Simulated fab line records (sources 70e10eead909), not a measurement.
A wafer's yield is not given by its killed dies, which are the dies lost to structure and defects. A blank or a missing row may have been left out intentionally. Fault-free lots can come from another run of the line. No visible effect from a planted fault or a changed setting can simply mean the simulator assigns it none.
fab line records | flow nandHarc
[record] lots = 24 wafers = 72 lastDay = 33
route steps=1302 shown A_BLC@1120 A_M1@1179 A_BONDPAD@1202
lots untouched by any fault: they come from a run of this same line in which no faults occurred
startH: the number of hours between the record's first day and the start of the first shown wafer of the lot | waitH: hours from the lot's prior step to this one | " the same as in the row above | L1.1+2: a row that stands for several wafers | - no value, or no start was given | * or withheld: withheld | < > ~ a bound
route shown NAME@n: a module of which the file shows steps, and the number in the route of the first | usual: the fault-free wafers' mean and standard deviation | same: alike in all rows | chamber/n: place in a boat | sites: the reading at each site | _std_site: standard deviation of those values | _edge_site: the outer-site mean with the inner-site mean subtracted | radiusMm: how far each site lies from the wafer's centre | mask NAME#n: copy n | behind: tool/chamber where the wafer was last shaped | hold: why the lot went on hold/how many hours it stayed there/how the hold came to an end | device: which transistor (n, p or np) failed to switch | end of line: the route-end tests of the same wafers | a step without rows: its recipe alone | killed: at the first sort, the dies lost to defects and structure; wafer yield is something else | map: per-die view of a wafer (x killed, . not killed, _ where there is no die)
set.NAME: the setting the step ran with; set.NAME@STEP: the setting that earlier step ran with | model.NAME: the simulator's own value behind a step, which no gauge read
one table for each step of the route and one row for each wafer, over a sample of lots
services: when a tool's chamber went out of use (startH, in hours from the record's first day, below 0 if earlier), for how many hours, and the reason
[[steps]]
[step NHARC_A_BLC_DESCUM_15]
[recipe] timeS = 3 o2FlowSccm = 200 arFlowSccm = 0 biasPowerW = 0 chemistry = O2
[usual] drypumpMotorCurrentA = 5.7/0.66 oesProductAu = 1.003/0.008 rfVppV = 57.9/0.81 showerheadPlenumPTorr = 1.94/0.073 throttleValvePct = 11.310/0.009
// columns lot.wafer tool chamber startH waitH drypumpMotorCurrentA oesProductAu rfHoursCounterH rfVppV showerheadPlenumPTorr throttleValvePct
L074.1 rieDiel-11 3 528.39 0.1 6.4 1.007 6 57.2 1.81 11.312
L074.5 " 2 " " 6.5 0.998 - 57.8 1.97 11.317
L074.6 " 3 " " 6.4 1.014 - 58.1 1.81 11.312
L075.2 rieDiel-11 0 530.31 0.1 5.3 0.996 6 57.7 2.01 11.306
L075.3 " 2 " " 6.5 0.992 7 56.7 1.97 11.317
L075.6 " 1 " " 4.9 0.994 - 58.4 1.90 11.313
L076.2 rieDiel-11 0 546.08 0.1 5.3 1.004 8 56.6 2.01 11.317
L076.4 " 1 " " 4.9 1.010 8 58.8 1.90 11.312
L076.6 " 3 " " 6.3 1.020 - 56.4 1.81 11.313
L078.4 rieDiel-11 2 548.03 0.1 6.5 0.996 9 58.7 1.97 11.306
L078.1 " 0 " " 5.3 0.983 8 58.3 2.01 11.301
L078.5 " 1 " " 4.9 1.000 - 57.5 1.90 11.309
L080.2 rieDiel-10 1 559.42 0.1 5.1 0.997 10 59.2 1.99 11.320
L080.1 " 3 " " 5.0 1.000 8 59.5 2.02 11.319
L080.6 " 1 " " 5.1 0.998 - 58.2 1.99 11.312
L079.3 rieDiel-11 1 561.68 0.1 4.9 1.003 9 58.4 1.90 11.297
L079.1 " 2 " " 6.5 1.001 9 58.6 1.97 11.328
L079.6 " 0 " " 5.3 1.006 - 58.2 2.01 11.315
L077.1 rieDiel-10 3 568.17 0.1 5.0 0.995 9 58.9 2.02 11.308
L077.6 " 3 " " 5.0 1.007 - 58.3 2.02 11.319
L077.5 " 0 " " 6.4 1.010 - 58.9 1.95 11.301
L081.3 rieDiel-02 2 582.89 0.1 5.7 1.007 0 58.5 1.93 11.315
L081.4 " 3 " " 5.1 1.002 0 58.3 2.06 11.308
L081.1 " 1 " " 5.7 1.005 0 57.9 1.79 11.311
L082.2 rieDiel-11 3 586.67 0.1 6.4 1.017 10 57.6 1.81 11.315
L082.3 " 0 " " 5.3 0.998 10 58.1 2.01 11.318
L082.1 " 2 " " 6.5 0.994 11 56.1 1.97 11.309
L083.3 rieDiel-11 3 601.85 0.1 6.4 1.025 11 58.4 1.81 11.315
L083.4 " 1 " " 4.9 1.020 11 55.8 1.90 11.295
L083.5 " 2 " " 6.5 1.000 - 58.9 1.97 11.299
L084.3 rieDiel-10 0 618.28 0.1 6.4 1.015 1 57.6 1.95 11.305
L084.2 " 1 " " 5.1 0.995 1 59.1 1.99 11.313
L084.6 " 0 " " 6.4 1.006 - 56.8 1.95 11.304
L085.4 rieDiel-11 3 618.63 0.1 6.3 1.000 0 57.1 1.81 11.309
L085.1 " 2 " " 6.5 0.991 0 59.2 1.97 11.309
L085.6 " 0 " " 5.3 1.001 - 57.7 2.01 11.318
L086.4 rieDiel-10 3 631.42 0.1 5.0 0.996 2 58.0 2.02 11.298
L086.1 " 0 " " 6.4 1.003 2 58.8 1.94 11.317
L086.5 " 3 " " 5.0 0.995 - 57.8 2.02 11.304
L089.3 rieDiel-11 0 652.57 0.1 5.3 1.001 2 58.6 2.01 11.308
L089.4 " 2 " " 6.5 1.002 3 58.3 1.97 11.313
L089.5 " 0 " " 5.3 1.010 - 57.4 2.01 11.297
L090.1 rieDiel-11 0 654.04 0.1 5.3 1.011 2 56.3 2.01 11.313
L090.6 " 3 " " 6.4 1.007 - 58.7 1.81 11.323
L090.5 " 0 " " 5.3 1.014 - 58.7 2.01 11.318
L087.2 rieDiel-11 3 655.92 0.1 6.3 0.994 3 56.2 1.81 11.321
L087.4 " 1 " " 4.9 1.005 3 57.8 1.90 11.304
L087.5 " 3 " " 6.4 1.004 - 57.7 1.81 11.302
L088.1 rieDiel-10 3 656.51 0.1 5.0 1.018 5 57.7 2.02 11.309
L088.5 " 2 " " 6.4 0.997 - 56.8 1.96 11.311
L088.6 " 3 " " 5.0 1.011 - 58.2 2.02 11.316
L093.3 rieDiel-11 0 697.32 0.1 5.3 1.007 5 58.0 2.00 11.307
L093.4 " 1 " " 4.9 1.005 5 57.8 1.90 11.320
L093.2 " 3 " " 6.3 0.997 6 59.0 1.81 11.309
L092.1 rieDiel-11 2 699.66 0.1 6.5 1.006 6 58.0 1.97 11.300
L092.2 " 0 " " 5.3 1.019 6 57.8 2.00 11.303
L092.4 " 0 " " 5.3 1.000 - 57.5 2.00 11.328
L091.4 rieDiel-11 0 708.38 0.1 5.3 1.006 6 58.3 2.00 11.339
L091.3 " 2 " " 6.5 0.989 7 57.0 1.97 11.299
L091.1 " 3 " " 6.4 1.003 6 58.0 1.81 11.309
L094.3 rieDiel-11 3 727.62 0.1 6.4 1.008 7 58.1 1.81 11.301
L094.5 " 1 " " 5.0 1.005 - 56.9 1.89 11.313
L094.6 " 2 " " 6.5 1.005 - 57.7 1.97 11.321
L096.4 rieDiel-10 1 728.56 0.1 5.1 0.985 11 57.7 1.99 11.319
L096.6 " 2 " " 6.5 0.992 - 57.5 1.96 11.296
L096.5 " 3 " " 5.0 1.009 - 58.3 2.02 11.314
L095.3 rieDiel-11 3 729.44 0.1 6.3 0.998 8 57.2 1.81 11.320
L095.1 " 0 " " 5.2 0.999 8 58.0 2.00 11.307
L095.4 " 2 " " 6.5 0.998 8 59.1 1.97 11.296
L097.4 rieDiel-11 0 741.28 0.1 5.3 1.010 9 58.1 2.00 11.304
L097.1 " 1 " " 4.9 1.002 9 58.3 1.89 11.298
L097.6 " 3 " " 6.3 0.995 - 56.7 1.81 11.317
[step NHARC_A_BLC_CD_MEAS_19]
[usual] cdNm = 100.5/1.6
// columns lot.wafer tool chamber startH waitH cdNm
L074.1 cdSem-02 - 529.52 - 99.8
L074.5 " - " " 98.7
L074.6 " - " " 102.6
L075.2 cdSem-01 - 531.32 - 101.6
L075.3 " - " " 100.9
L075.6 " - " " 98.6
L076.2 cdSem-02 - 547.10 - 100.5
L076.4 " - " " 101.2
L076.6 " - " " 100.9
L078.1 cdSem-01 - 549.05 - 100.2
L078.4 " - " " 100.5
L078.5 " - " " 101.1
L080.1 cdSem-01 - 560.39 - 99.9
L080.2 " - " " 100.0
L080.6 " - " " 98.3
L079.1 cdSem-01 - 562.64 - 101.5
L079.3 " - " " 100.6
L079.6 " - " " 101.5
L077.1 cdSem-03 - 569.13 - 100.4
L077.5 " - " " 101.1
L077.6 " - " " 98.8
L081.1 cdSem-01 - 583.86 - 99.4
L081.3 " - " " 101.1
L081.4 " - " " 102.9
L082.1 cdSem-02 - 587.63 - 101.3
L082.2 " - " " 99.6
L082.3 " - " " 102.9
L083.3 cdSem-02 - 602.82 - 98.8
L083.4 " - " " 99.4
L083.5 " - " " 99.6
L084.2 cdSem-02 - 619.25 - 98.6
L084.3 " - " " 99.5
L084.6 " - " " 98.0
L085.1 cdSem-01 - 619.60 - 99.8
L085.4 " - " " 100.9
L085.6 " - " " 101.0
L086.1 cdSem-03 - 632.39 - 99.2
L086.4 " - " " 100.5
L086.5 " - " " 98.8
L089.3 cdSem-02 - 653.54 - 100.8
L089.4 " - " " 101.8
L089.5 " - " " 99.0
L090.1 cdSem-03 - 655.02 - 101.6
L090.5 " - " " 99.4
L090.6 " - " " 100.5
L087.2 cdSem-02 - 656.88 - 100.5
L087.4 " - " " 99.7
L087.5 " - " " 100.2
L088.1 cdSem-02 - 657.47 - 98.4
L088.5 " - " " 96.7
L088.6 " - " " 96.8
L093.2 cdSem-03 - 698.28 - 100.6
L093.3 " - " " 100.1
L093.4 " - " " 100.8
L092.1 cdSem-03 - 700.82 - 100.1
L092.2 " - " " 98.3
L092.4 " - " " 102.1
L091.1 cdSem-03 - 709.35 - 99.5
L091.3 " - " " 100.6
L091.4 " - " " 101.0
L094.3 cdSem-01 - 728.57 - 102.0
L094.5 " - " " 104.2
L094.6 " - " " 102.1
L096.4 cdSem-03 - 729.51 - 98.6
L096.5 " - " " 97.2
L096.6 " - " " 100.8
L095.1 cdSem-03 - 730.41 - 100.0
L095.3 " - " " 103.4
L095.4 " - " " 101.7
L097.1 cdSem-02 - 742.23 - 100.9
L097.4 " - " " 99.8
L097.6 " - " " 102.0
[step NHARC_A_BLC_CMP_25]
[recipe] tOverpolishS = 30 targetThkNm = 150
[usual] edgeZonePressureFrac = 1.001/0.0049 motorCurrentA = 12.6/0.91 overpolishRunS = 30.001/0.0089 slurryFlowMlMin = 149.9/0.43 timeToEndpointS = 29.0/2.1
// columns lot.wafer tool chamber startH waitH edgeZonePressureFrac motorCurrentA overpolishRunS slurryFlowMlMin timeToEndpointS
L074.1 cmp-03 1 531.17 0.5 0.995 12.1 29.990 150.1 28.6
L074.5 " 2 " " 0.989 12.7 29.994 149.4 28.3
L074.6 " 3 " " 1.006 12.7 29.988 149.9 32.8
L075.2 cmp-03 2 532.90 0.4 1.001 12.9 30.020 149.7 24.8
L075.3 " 3 " " 0.999 12.6 30.013 150.2 28.2
L075.6 " 2 " " 1.004 13.1 29.993 149.4 27.0
L076.4 cmp-03 2 548.67 0.2 1.003 13.3 29.994 149.3 26.6
L076.2 " 3 " " 0.999 11.9 29.995 150.7 28.2
L076.6 " 2 " " 0.998 13.4 30.012 149.4 27.4
L078.1 cmp-01 2 550.67 0.4 1.004 13.4 29.996 150.3 27.4
L078.4 " 1 " " 0.993 13.1 30.003 149.5 31.9
L078.5 " 3 " " 1.007 11.8 30.003 150.3 29.3
L080.1 cmp-03 3 561.96 0.4 0.999 12.6 30.018 149.5 31.8
L080.2 " 0 " " 1.001 12.9 30.000 149.7 32.7
L080.6 " 0 " " 0.997 13.5 30.004 149.5 32.7
L079.1 cmp-04 3 564.29 0.4 1.007 12.3 30.005 149.8 31.1
L079.3 " 0 " " 1.001 10.8 30.018 150.3 28.1
L079.6 " 0 " " 0.998 10.9 30.010 149.9 27.6
L077.1 cmp-04 0 570.85 0.5 1.001 11.0 30.016 150.3 26.2
L077.5 " 2 " " 1.003 13.2 30.001 150.5 26.2
L077.6 " 3 " " 1.004 12.6 30.002 149.9 28.8
L081.4 cmp-01 1 585.48 0.3 1.004 13.5 29.990 149.8 28.1
L081.3 " 2 " " 1.006 13.7 30.005 150.6 25.0
L081.1 " 0 " " 0.993 13.0 30.012 149.6 26.6
L082.2 cmp-01 0 589.21 0.5 1.006 12.8 30.008 150.4 30.6
L082.3 " 1 " " 0.993 13.3 29.996 150.1 31.0
L082.1 " 2 " " 1.000 14.0 29.992 149.8 27.1
L083.4 cmp-01 2 604.38 0.3 1.002 14.2 30.017 149.6 26.9
L083.3 " 1 " " 1.006 13.9 30.004 150.1 29.4
L083.5 " 3 " " 0.994 11.3 29.995 150.8 27.6
L084.3 cmp-01 2 620.87 0.2 1.000 13.8 29.995 149.6 30.7
L084.2 " 3 " " 1.002 11.8 29.994 150.3 30.3
L084.6 " 2 " " 1.002 13.4 29.997 149.2 28.8
L085.1 cmp-04 3 621.21 0.4 0.999 11.5 29.997 149.9 30.7
L085.4 " 1 " " 0.998 11.6 30.001 150.0 28.0
L085.6 " 3 " " 1.004 11.7 30.001 150.5 28.4
L086.1 cmp-04 1 634.06 0.4 0.998 12.0 29.999 149.9 27.0
L086.4 " 2 " " 1.006 12.7 30.005 151.3 29.2
L086.5 " 0 " " 0.999 10.9 30.001 150.1 28.9
L089.4 cmp-01 2 655.79 0.3 1.001 13.3 30.004 150.0 29.1
L089.3 " 1 " " 1.001 13.8 30.001 150.1 29.8
L089.5 " 2 " " 1.001 13.7 29.996 149.7 27.3
L090.1 cmp-01 1 657.12 0.9 0.993 13.3 29.982 149.6 28.4
L090.6 " 3 " " 1.004 11.2 30.008 149.6 27.3
L090.5 " 0 " " 1.000 12.7 30.024 150.0 31.0
L087.4 cmp-01 2 658.46 0.2 0.993 13.5 30.013 150.1 28.5
L087.2 " 3 " " 1.000 11.8 30.005 148.9 27.7
L087.5 " 2 " " 0.997 13.8 30.013 149.5 28.1
L088.1 cmp-01 2 659.46 0.8 0.999 13.8 30.008 149.7 27.1
L088.6 " 2 " " 1.007 14.0 29.997 149.5 29.1
L088.5 " 3 " " 1.002 11.6 30.009 149.8 28.1
L093.2 cmp-01 1 699.88 0.4 1.008 12.9 29.996 149.8 28.6
L093.3 " 2 " " 0.995 13.7 30.001 150.4 27.0
L093.4 " 3 " " 1.005 11.2 30.004 149.7 27.5
L092.1 cmp-03 1 702.45 0.5 0.997 11.2 29.996 149.7 30.6
L092.2 " 3 " " 1.000 12.4 30.020 149.6 31.3
L092.4 " 0 " " 0.999 12.5 30.002 150.4 34.9
L091.3 cmp-01 3 710.91 0.2 0.991 11.3 30.016 150.5 25.3
L091.4 " 0 " " 1.012 13.0 29.988 150.2 27.9
L091.1 " 1 " " 0.997 14.1 29.993 149.6 28.4
L094.3 cmp-01 2 730.14 0.3 1.003 13.8 29.993 149.9 29.8
L094.5 " 2 " " 0.998 13.7 30.010 150.4 27.2
L094.6 " 3 " " 1.010 11.1 30.006 149.9 30.7
L096.4 cmp-01 1 731.14 0.4 1.007 14.3 30.000 149.8 31.5
L096.5 " 3 " " 1.008 11.5 30.000 150.5 30.9
L096.6 " 0 " " 1.011 12.1 29.998 150.5 32.8
L095.4 cmp-03 3 732.00 0.2 1.003 12.3 30.006 150.3 29.9
L095.1 " 0 " " 1.002 13.6 29.994 150.2 32.0
L095.3 " 2 " " 1.002 12.3 30.000 149.6 27.4
L097.4 cmp-03 3 743.84 0.3 0.995 12.1 29.982 149.7 29.7
L097.1 " 1 " " 1.008 12.6 29.995 149.7 29.2
L097.6 " 0 " " 0.994 13.2 30.005 150.5 33.1
[step NHARC_A_M1_CD_MEAS_09]
[recipe] targetCdNm = 120 landingEnergyEv = 500
[usual] cdNm = 119.8/0.43
// columns lot.wafer tool chamber startH waitH cdNm
L074.1 cdSem-03 0 536.55 - 120.2
L074.5 " 0 " " 119.9
L074.6 " 0 " " 119.5
L075.2 cdSem-01 0 538.02 - 119.5
L075.3 " 0 " " 120.3
L075.6 " 0 " " 119.9
L076.2 cdSem-01 0 553.94 - 119.3
L076.4 " 0 " " 119.2
L076.6 " 0 " " 119.2
L078.1 cdSem-01 0 556.09 - 119.7
L078.4 " 0 " " 119.7
L078.5 " 0 " " 119.9
L080.1 cdSem-01 0 567.31 - 119.5
L080.2 " 0 " " 119.8
L080.6 " 0 " " 119.3
L079.1 cdSem-03 0 569.52 - 120.0
L079.3 " 0 " " 120.0
L079.6 " 0 " " 120.3
L077.1 cdSem-01 0 576.35 - 119.7
L077.5 " 0 " " 119.9
L077.6 " 0 " " 119.9
L081.1 cdSem-02 0 590.86 - 120.1
L081.3 " 0 " " 120.4
L081.4 " 0 " " 120.4
L082.1 cdSem-02 0 595.32 - 119.3
L082.2 " 0 " " 119.3
L082.3 " 0 " " 119.5
L083.3 cdSem-02 0 609.77 - 120.1
L083.4 " 0 " " 119.8
L083.5 " 0 " " 120.1
L084.2 cdSem-02 0 626.31 - 120.2
L084.3 " 0 " " 120.1
L084.6 " 0 " " 120.0
L085.1 cdSem-02 0 626.64 - 119.6
L085.4 " 0 " " 119.6
L085.6 " 0 " " 119.4
L086.1 cdSem-03 0 639.17 - 119.8
L086.4 " 0 " " 120.0
L086.5 " 0 " " 120.7
L089.3 cdSem-01 0 661.03 - 120.7
L089.4 " 0 " " 119.8
L089.5 " 0 " " 119.7
L090.1 cdSem-03 0 662.33 - 119.5
L090.5 " 0 " " 119.6
L090.6 " 0 " " 120.5
L087.2 cdSem-01 0 663.80 - 119.0
L087.4 " 0 " " 119.3
L087.5 " 0 " " 119.6
L088.1 cdSem-01 0 665.02 - 120.0
L088.5 " 0 " " 119.4
L088.6 " 0 " " 119.5
L093.2 cdSem-03 0 705.22 - 119.6
L093.3 " 0 " " 119.9
L093.4 " 0 " " 119.6
L092.1 cdSem-01 0 707.77 - 120.4
L092.2 " 0 " " 120.8
L092.4 " 0 " " 120.3
L091.1 cdSem-01 0 716.36 - 120.3
L091.3 " 0 " " 119.4
L091.4 " 0 " " 120.2
L094.3 cdSem-01 0 736.04 - 119.8
L094.5 " 0 " " 119.6
L094.6 " 0 " " 119.9
L096.4 cdSem-02 0 736.82 - 119.1
L096.5 " 0 " " 119.9
L096.6 " 0 " " 120.4
L095.1 cdSem-02 0 737.16 - 119.7
L095.3 " 0 " " 119.9
L095.4 " 0 " " 119.5
L097.1 cdSem-02 0 749.74 - 120.2
L097.4 " 0 " " 120.4
L097.6 " 0 " " 120.2
[step NHARC_A_M1_PVD_21]
[recipe] targetThkA = 300 chamberPressurePa = 5 powerW = 5000 substrateTempC = 30 timeS = 20.49 material = Cu
[usual] throttleValvePct = 30.4/0.82
// columns lot.wafer tool chamber startH waitH throttleValvePct
L074.1 pvdSputter-02 - - - 30.7
L074.5 " - " " 31.5
L074.6 " - " " 30.8
L075.2 pvdSputter-01 - - - 30.7
L075.3 " - " " 30.3
L075.6 " - " " 29.8
L076.4 pvdSputter-03 - - - 29.9
L076.2 " - " " 29.5
L076.6 " - " " 30.4
L078.4 pvdSputter-03 - - - 30.1
L078.1 " - " " 29.3
L078.5 " - " " 30.3
L080.2 pvdSputter-01 - - - 30.5
L080.1 " - " " 29.9
L080.6 " - " " 30.8
L079.3 pvdSputter-02 - - - 31.0
L079.1 " - " " 29.0
L079.6 " - " " 31.1
L077.1 pvdSputter-03 - - - 30.0
L077.6 " - " " 29.4
L077.5 " - " " 30.0
L081.3 pvdSputter-03 - - - 30.5
L081.4 " - " " 29.2
L081.1 " - " " 29.8
L082.3 pvdSputter-01 - - - 31.4
L082.1 " - " " 30.6
L082.2 " - " " 30.1
L083.4 pvdSputter-03 - - - 29.4
L083.3 " - " " 30.3
L083.5 " - " " 29.4
L084.2 pvdSputter-01 - - - 30.5
L084.3 " - " " 31.2
L084.6 " - " " 30.1
L085.1 pvdSputter-02 - - - 31.0
L085.4 " - " " 29.3
L085.6 " - " " 31.4
L086.1 pvdSputter-03 - - - 29.0
L086.4 " - " " 29.7
L086.5 " - " " 29.3
L089.4 pvdSputter-02 - - - 30.9
L089.3 " - " " 31.7
L089.5 " - " " 31.6
L090.1 pvdSputter-03 - - - 30.3
L090.6 " - " " 29.4
L090.5 " - " " 29.9
L087.2 pvdSputter-02 - - - 28.4
L087.4 " - " " 31.8
L087.5 " - " " 28.7
L088.1 pvdSputter-03 - - - 29.5
L088.6 " - " " 30.5
L088.5 " - " " 29.5
L093.3 pvdSputter-01 - - - 31.1
L093.2 " - " " 30.7
L093.4 " - " " 30.8
L092.2 pvdSputter-01 - - - 30.0
L092.1 " - " " 30.8
L092.4 " - " " 31.1
L091.4 pvdSputter-01 - - - 31.3
L091.3 " - " " 30.8
L091.1 " - " " 30.4
L094.3 pvdSputter-02 - - - 32.1
L094.6 " - " " 29.0
L094.5 " - " " 32.0
L096.4 pvdSputter-03 - - - 29.6
L096.5 " - " " 29.0
L096.6 " - " " 31.4
L095.4 pvdSputter-01 - - - 31.2
L095.3 " - " " 31.3
L095.1 " - " " 30.3
L097.4 pvdSputter-02 - - - 31.8
L097.1 " - " " 31.2
L097.6 " - " " 31.6
[step NHARC_A_BONDPAD_DEP_00]
[recipe] targetThkA = 2500 tempC = 370 targetThkNm = 250 pressureTorr = 3 flowSccm = 200 rfW = 450 material = SiCN
[usual] heaterPowerW = 561/75 rfFwdPowerW = 448.9/1.4
// columns lot.wafer tool chamber startH waitH heaterPowerW rfFwdPowerW
L074.1 pecvd-03 1 540.01 - 627 445.9
L074.5 " 1 " " 502 448.3
L074.6 " 2 " " 648 448.0
L075.2 pecvd-04 0 541.52 - 566 447.4
L075.3 " 2 " " 630 448.3
L075.6 " 0 " " 597 447.2
L076.2 pecvd-01 1 557.51 - 473 446.6
L076.4 " 0 " " 514 449.2
L076.6 " 2 " " 466 447.4
L078.1 pecvd-01 1 559.89 - 469 447.7
L078.5 " 0 " " 452 448.5
L078.4 " 1 " " 473 447.0
L080.1 pecvd-03 1 570.83 - 540 449.6
L080.2 " 2 " " 533 448.9
L080.6 " 2 " " 575 451.2
L079.1 pecvd-03 2 573.25 - 599 448.6
L079.3 " 2 " " 636 448.6
L079.6 " 1 " " 586 449.4
L077.1 pecvd-01 2 579.87 - 604 450.7
L077.6 " 1 " " 552 450.5
L077.5 " 0 " " 457 449.3
L081.3 pecvd-01 1 594.51 - 542 447.8
L081.1 " 2 " " 538 449.5
L081.4 " 1 " " 533 448.9
L082.2 pecvd-01 1 598.81 - 517 450.2
L082.1 " 2 " " 495 449.7
L082.3 " 0 " " 502 447.2
L083.3 pecvd-03 0 613.35 - 690 446.5
L083.5 " 2 " " 620 448.9
L083.4 " 1 " " 518 446.9
L084.3 pecvd-01 1 630.20 - 478 446.8
L084.2 " 2 " " 482 449.7
L084.6 " 0 " " 434 447.0
L085.1 pecvd-04 2 630.52 - 643 449.8
L085.4 " 0 " " 650 449.5
L085.6 " 1 " " 597 449.1
L086.1 pecvd-01 2 642.64 - 503 452.5
L086.4 " 2 " " 509 450.5
L086.5 " 0 " " 504 449.7
L089.3 pecvd-01 2 664.47 - 492 449.1
L089.5 " 0 " " 433 448.7
L089.4 " 1 " " 534 449.0
L090.1 pecvd-04 2 665.79 - 672 449.9
L090.5 " 2 " " 673 450.5
L090.6 " 0 " " 601 449.6
L087.2 pecvd-04 2 - - 608 447.8
L087.5 " 2 " " 629 450.4
L087.4 " 0 " " 632 448.1
L088.1 pecvd-01 2 668.55 - 501 449.5
L088.6 " 2 " " 514 447.8
L088.5 " 0 " " 435 450.1
L093.2 pecvd-04 2 708.66 - 590 448.7
L093.3 " 1 " " 566 448.8
L093.4 " 1 " " 573 450.2
L092.1 pecvd-01 1 711.29 - 524 449.1
L092.2 " 2 " " 513 450.4
L092.4 " 0 " " 495 448.6
L091.1 pecvd-01 0 719.81 - 454 449.4
L091.3 " 2 " " 473 448.0
L091.4 " 0 " " 449 448.9
L094.3 pecvd-04 1 739.84 - 591 449.5
L094.5 " 1 " " 606 450.1
L094.6 " 2 " " 673 448.5
L096.6 pecvd-04 0 740.71 - 671 446.2
L096.5 " 1 " " 658 446.2
L096.4 " 2 " " 637 448.1
L095.1 pecvd-01 1 740.79 - 509 449.1
L095.3 " 1 " " 520 448.4
L095.4 " 0 " " 480 447.3
L097.1 pecvd-04 2 753.28 - 698 450.4
L097.6 " 0 " " 686 450.4
L097.4 " 2 " " 711 450.0
[[services]]
// columns tool chamber startH hours kind
rieDiel-11 3 514.63 3.9 repair
pecvd-04 2 517.87 4.0 repair
cmp-03 - 520.52 1.1 repair
rieDiel-11 1 524.46 4.9 repair
pvdSputter-03 - 535.22 10.0 pm
cmp-03 - 539.37 1.5 repair
pvdSputter-01 - 553.70 2.7 repair
cmp-03 - 554.00 4.0 pm
rieDiel-10 0 561.69 2.5 repair
rieDiel-11 1 569.09 6.0 repair
pvdSputter-01 - 570.31 2.8 repair
cmp-01 - 576.67 1.9 repair
pvdSputter-01 - 582.00 10.0 pm
cmp-01 - 594.30 4.0 pm
rieDiel-11 - 609.56 9.0 pm
cmp-03 - 629.03 69.1 repair
pecvd-04 - 631.00 13.0 pm
pvdSputter-02 - 638.07 10.0 pm
pecvd-01 - 673.32 13.0 pm
cmp-01 - 692.30 4.0 pm
rieDiel-11 3 699.31 1.8 repair
pvdSputter-03 - 713.22 10.0 pm
pecvd-01 2 725.01 21.1 repair
cmp-03 - 746.41 0.9 repair
[[key]]
fault none
